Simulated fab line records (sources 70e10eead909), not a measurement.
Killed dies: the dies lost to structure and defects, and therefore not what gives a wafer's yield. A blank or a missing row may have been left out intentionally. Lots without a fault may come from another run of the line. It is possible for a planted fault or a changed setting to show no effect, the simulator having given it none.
Matching of chambers :: flow nandHarc :: NHARC_P_GATE_ALD_36 on aldSin-03: 4 sister chambers
The step deposits SiNx, target thk 20 nm, pulse time 60 s, ald cycles 223. 16 wafers are shown with their chamber, then 8 later ones without.

== WAFERS PAIRED WITH THEIR CHAMBERS ==
wafer: L074.1
chamber: 1
heaterPowerW (W): 735
precursorPulseHeightRel: 1.005
susceptorTempC (C): 399.68

wafer: L074.4
chamber: 2
heaterPowerW (W): 742
precursorPulseHeightRel: 0.958
susceptorTempC (C): 400.06

wafer: L074.3
chamber: 3
heaterPowerW (W): 719
precursorPulseHeightRel: 0.995
susceptorTempC (C): 399.67

wafer: L077.2
chamber: 1
heaterPowerW (W): 728
precursorPulseHeightRel: 1.013
susceptorTempC (C): 399.82

wafer: L077.3
chamber: 2
heaterPowerW (W): 730
precursorPulseHeightRel: 0.990
susceptorTempC (C): 400.15

wafer: L077.1
chamber: 3
heaterPowerW (W): 710
precursorPulseHeightRel: 1.027
susceptorTempC (C): 400.24

wafer: L080.4
chamber: 1
heaterPowerW (W): 722
precursorPulseHeightRel: 0.988
susceptorTempC (C): 400.16

wafer: L080.1
chamber: 3
heaterPowerW (W): 722
precursorPulseHeightRel: 0.978
susceptorTempC (C): 399.97

wafer: L080.5
chamber: 0
heaterPowerW (W): 722
precursorPulseHeightRel: 0.975
susceptorTempC (C): 399.98

wafer: L083.3
chamber: 0
heaterPowerW (W): 657
precursorPulseHeightRel: 1.000
susceptorTempC (C): 399.81

wafer: L083.6
chamber: 1
heaterPowerW (W): 690
precursorPulseHeightRel: 1.018
susceptorTempC (C): 399.98

wafer: L083.5
chamber: 2
heaterPowerW (W): 703
precursorPulseHeightRel: 1.014
susceptorTempC (C): 400.10

wafer: L086.1
chamber: 2
heaterPowerW (W): 697
precursorPulseHeightRel: 0.988
susceptorTempC (C): 400.32

wafer: L086.4
chamber: 3
heaterPowerW (W): 733
precursorPulseHeightRel: 0.993
susceptorTempC (C): 400.22

wafer: L086.5
chamber: 2
heaterPowerW (W): 700
precursorPulseHeightRel: 0.991
susceptorTempC (C): 399.49

wafer: L088.4
chamber: 2
heaterPowerW (W): 696
precursorPulseHeightRel: 0.966
susceptorTempC (C): 400.04

SIGNATURES (averages over the wafers above)
reading: heaterPowerW
chamber 0: 689.50
chamber 1: 718.75
chamber 2: 711.33
chamber 3: 721.00
scatter within a chamber: 21.4

reading: precursorPulseHeightRel
chamber 0: 0.98750
chamber 1: 1.00600
chamber 2: 0.98450
chamber 3: 0.99825
scatter within a chamber: 0.0185

reading: susceptorTempC
chamber 0: 399.8950
chamber 1: 399.9100
chamber 2: 400.0267
chamber 3: 400.0250
scatter within a chamber: 0.25
Rule: distance of a wafer from a chamber = root of the sum over the readings of ((wafer's reading minus chamber's mean) / reading's scatter) squared. If the next closest chamber is less than 2 further off than the closest, the wafer can't be placed; otherwise it belongs to the closest. The scatter: take each reading less its chamber's mean, square it, sum over the shown wafers, divide by the number of wafers less the number of chambers, and take the root.

== WAFERS WITHOUT THEIR CHAMBER ==
wafer: L088.1
heaterPowerW (W): 718
precursorPulseHeightRel: 1.033
susceptorTempC (C): 399.98

wafer: L088.3
heaterPowerW (W): 692
precursorPulseHeightRel: 0.969
susceptorTempC (C): 400.13

wafer: L092.1
heaterPowerW (W): 721
precursorPulseHeightRel: 1.002
susceptorTempC (C): 399.75

wafer: L092.6
heaterPowerW (W): 669
precursorPulseHeightRel: 0.976
susceptorTempC (C): 400.08

wafer: L092.4
heaterPowerW (W): 712
precursorPulseHeightRel: 0.995
susceptorTempC (C): 400.08

wafer: L095.2
heaterPowerW (W): 680
precursorPulseHeightRel: 0.994
susceptorTempC (C): 400.06

wafer: L095.6
heaterPowerW (W): 677
precursorPulseHeightRel: 0.979
susceptorTempC (C): 400.20

wafer: L095.4
heaterPowerW (W): 706
precursorPulseHeightRel: 1.004
susceptorTempC (C): 399.84

== CHAMBER TAKEN BY EACH ==
wafer: L088.1
from the rows above: can't be placed: 1 or 3 or 2 or 0
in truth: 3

wafer: L088.3
from the rows above: can't be placed: 2 or 0 or 3 or 1
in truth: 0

wafer: L092.1
from the rows above: can't be placed: 1 or 3 or 2 or 0
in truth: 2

wafer: L092.6
from the rows above: can't be placed: 0 or 2 or 3 or 1
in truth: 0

wafer: L092.4
from the rows above: can't be placed: 3 or 2 or 1 or 0
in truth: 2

wafer: L095.2
from the rows above: can't be placed: 0 or 2 or 3 or 1
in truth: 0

wafer: L095.6
from the rows above: can't be placed: 0 or 2 or 3 or 1
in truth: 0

wafer: L095.4
from the rows above: can't be placed: 1 or 3 or 0 or 2
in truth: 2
Correctly placed: 0 of 8. Unplaceable from these rows: 8, with the true chamber sitting among the candidates in 8. Wrongly placed: 0.
